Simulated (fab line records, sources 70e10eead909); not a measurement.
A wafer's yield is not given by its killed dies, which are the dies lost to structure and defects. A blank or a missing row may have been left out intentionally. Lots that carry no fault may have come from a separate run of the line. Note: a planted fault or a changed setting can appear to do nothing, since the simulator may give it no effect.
Which tool is to blame?    flow nandHarc    Sampling: 13 lots, 37 wafers, 2 of 1302 route steps

WHAT THE GAUGES SHOWED, per wafer
NHARC_P_GATE_CD_MEAS_11 targets a cd of 1640 nm. Usual: 1640.8 nm for cdNm, sd 2.9.
lot   measured      on        cdNm (nm)             flag
L981  day 4 13:44   cdSem-02  1637.4 1642.5 1638.5  
L983  day 5 10:23   cdSem-03  1639.5 1640.3 1639.5  
L984  day 5 10:13   cdSem-01  1645.3 1642.3 1647.8  
L985  day 6 07:19   cdSem-02  1642.9 1635.2 1640.1  
L986  day 6 07:16   cdSem-01  1640.0 1641.8 1641.5  
L991  day 8 11:11   cdSem-02  1642.7 1646.0         
L993  day 9 08:24   cdSem-02  1637.2 1645.3         
L998  day 11 11:58  cdSem-01  1638.8 1636.7 1639.5  
L999  day 11 19:35  cdSem-02  1639.3 1637.7 1638.7  
L100  day 12 09:31  cdSem-02  1635.4 1637.5 1642.1  
L101  day 12 14:58  cdSem-03  1637.3 1641.5 1638.5  
L102  day 13 07:47  cdSem-02  1643.6 1640.9 1640.5  
L103  day 13 12:47  cdSem-02  1636.1 1638.6 1641.4  

EACH LOT AND THE TOOL THAT RAN IT (in order: tool; ch and the chambers of the sampled wafers; start)
lot   NHARC_P_ZERO_WELL_DESCUM_39
L981  rieDiel-09 ch 0,2,3, day 2 00:37
L983  rieDiel-13 ch 0,2, day 2 20:23
L984  rieDiel-04 ch 0,2,3, day 3 06:20
L985  rieDiel-09 ch 0,3, day 3 17:30
L986  rieDiel-04 ch 0,1,2, day 4 02:10
L991  rieDiel-04 ch 1,2, day 6 04:20
L993  rieDiel-04 ch 0,3, day 7 00:13
L998  rieDiel-13 ch 1,2, day 9 02:17
L999  rieDiel-09 ch 0,2,3, day 9 12:20
L100  rieDiel-09 ch 2,3, day 9 23:17
L101  rieDiel-13 ch 2,3, day 10 08:23
L102  rieDiel-09 ch 2,3, day 10 18:25
L103  rieDiel-13 ch 1,2,3, day 11 04:25
- NHARC_P_ZERO_WELL_DESCUM_39: chemistry O2, time 3 s.

AS READ BY THE TOOLS THEMSELVES (means over the sampled wafers that have a number; for cases with no such wafer, the mark the record gives instead)
NHARC_P_ZERO_WELL_DESCUM_39. Usual: drypumpMotorCurrentA 5.7 A, standard deviation 0.35; oesProductAu 1.006 a.u., standard deviation 0.012; rfVppV 57.8 V, standard deviation 0.91; showerheadPlenumPTorr 1.93 Torr, standard deviation 0.094; throttleValvePct 11.311 %, standard deviation 0.008.
lot   tool        drypumpMotorCurrentA (A)  oesProductAu (a.u.)  rfVppV (V)  showerheadPlenumPTorr (Torr)  throttleValvePct (%)  flag
L981  rieDiel-09  5.9                       0.996                57.8        1.90                          11.306                
L983  rieDiel-13  5.3                       0.997                57.3        2.00                          11.310                
L984  rieDiel-04  5.8                       1.011                58.1        1.91                          11.314                
L985  rieDiel-09  5.8                       1.003                57.2        1.81                          11.311                
L986  rieDiel-04  5.6                       0.992                58.0        1.93                          11.309                
L991  rieDiel-04  5.5                       1.000                56.3        1.86                          11.312                
L993  rieDiel-04  6.0                       1.014                57.5        1.96                          11.311                
L998  rieDiel-13  5.4                       1.009                59.1        1.94                          11.305                
L999  rieDiel-09  5.8                       1.004                58.6        1.98                          11.305                
L100  rieDiel-09  5.6                       1.011                57.6        1.92                          11.310                
L101  rieDiel-13  5.2                       1.004                58.3        2.03                          11.307                
L102  rieDiel-09  5.7                       1.014                57.1        1.92                          11.323                
L103  rieDiel-13  5.4                       1.005                57.1        1.96                          11.307                

THE ANSWER, worked out from the rows above alone
Rule: a lot counts as off when the mean over its wafers that have a number is more than 3 standard deviations away from the usual mean. Also off: a lot with no number at a reading for which 4 or more lots have one. Any other lot the step has rows for is counted as sound. Order of review: gauges by route order, followed by the tools' own readings, for which a lot's mean as printed above is used. At the first step where some lot is off, the reading lying furthest off is the one used; lots without a number count as furthest.
Nothing can be told from this: no lot is off at any reading shown.

WHAT WAS PUT IN BY THE SIMULATOR
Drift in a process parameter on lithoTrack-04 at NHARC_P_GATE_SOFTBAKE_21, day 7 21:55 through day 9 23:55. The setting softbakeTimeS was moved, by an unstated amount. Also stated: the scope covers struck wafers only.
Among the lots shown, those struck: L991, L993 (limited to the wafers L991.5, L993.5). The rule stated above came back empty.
